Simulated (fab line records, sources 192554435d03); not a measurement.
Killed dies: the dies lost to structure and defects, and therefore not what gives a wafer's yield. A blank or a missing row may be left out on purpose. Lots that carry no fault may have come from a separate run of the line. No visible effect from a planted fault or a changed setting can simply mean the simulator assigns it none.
Chamber matching    flow n5-finfet    4 sister chambers for N5_SD_EPI_P_ETCHBACK_46 on rie-diel-03
The step etches SiNx in CH3F/O2, stops on SiO2, target depth 17.5 nm. 18 wafers are shown with their chamber, then 9 later ones without.

WAFERS, EACH WITH ITS CHAMBER
wafer   chamber  drypump-motor-current-A (A)  showerhead-plenum-p-Torr (Torr)  throttle-valve-pct (%)
L076.1  0        6.0                          2.04                             16.11
L076.4  1        6.4                          2.01                             16.33
L076.5  2        5.4                          2.08                             16.45
L078.1  3        4.9                          2.08                             16.58
L078.3  0        6.0                          2.04                             16.10
L078.6  2        5.4                          2.08                             16.45
L079.1  2        5.4                          2.08                             16.48
L079.4  0        6.0                          2.04                             16.10
L079.6  1        6.5                          2.01                             16.35
L082.2  2        5.4                          2.07                             16.47
L082.4  1        6.5                          2.01                             16.36
L082.5  1        6.5                          2.01                             16.35
L083.2  0        6.0                          2.04                             16.12
L083.5  0        6.0                          2.04                             16.12
L083.6  3        4.9                          2.08                             16.60
L084.1  0        6.0                          2.04                             16.13
L084.4  3        4.9                          2.08                             16.59
L084.6  0        6.0                          2.04                             16.13

SIGNATURES, as means of the wafers listed above
reading                   chamber 0  chamber 1  chamber 2  chamber 3  scatter within a chamber
drypump-motor-current-A   6.000      6.475      5.400      4.900      0.0231
showerhead-plenum-p-Torr  2.0400     2.0100     2.0775     2.0800     0.00231
throttle-valve-pct        16.1157    16.3475    16.4625    16.5900    0.0129
Rule: a wafer's distance from a chamber is the root of the sum, over the readings, of the square of ((its reading less the chamber's mean) divided by the reading's scatter). If the next closest chamber is less than 2 further off than the closest, the wafer can't be placed; otherwise it belongs to the closest. How the scatter is found: for the shown wafers, subtract from each reading the mean of its chamber, square and add these, divide the total by (wafers less chambers), then take the root.

WAFERS MISSING THEIR CHAMBER
wafer   drypump-motor-current-A (A)  showerhead-plenum-p-Torr (Torr)  throttle-valve-pct (%)
L089.1  4.9                          2.07                             16.62
L089.2  6.5                          2.01                             16.35
L089.6  5.4                          2.07                             16.50
L096.2  4.9                          2.07                             16.64
L096.3  6.4                          2.00                             16.39
L096.4  6.0                          2.03                             16.16
L097.1  5.4                          2.07                             16.52
L097.4  6.4                          2.00                             16.39
L097.6  5.4                          2.07                             16.50

WHICH CHAMBER EACH WENT THROUGH
wafer   from the rows above  in truth
L089.1  3                    3
L089.2  1                    1
L089.6  2                    2
L096.2  3                    3
L096.3  1                    1
L096.4  0                    0
L097.1  2                    2
L097.4  1                    1
L097.6  2                    2
Correctly placed: 9 of 9. Number that these rows cannot place: 0. Number placed wrongly: 0.
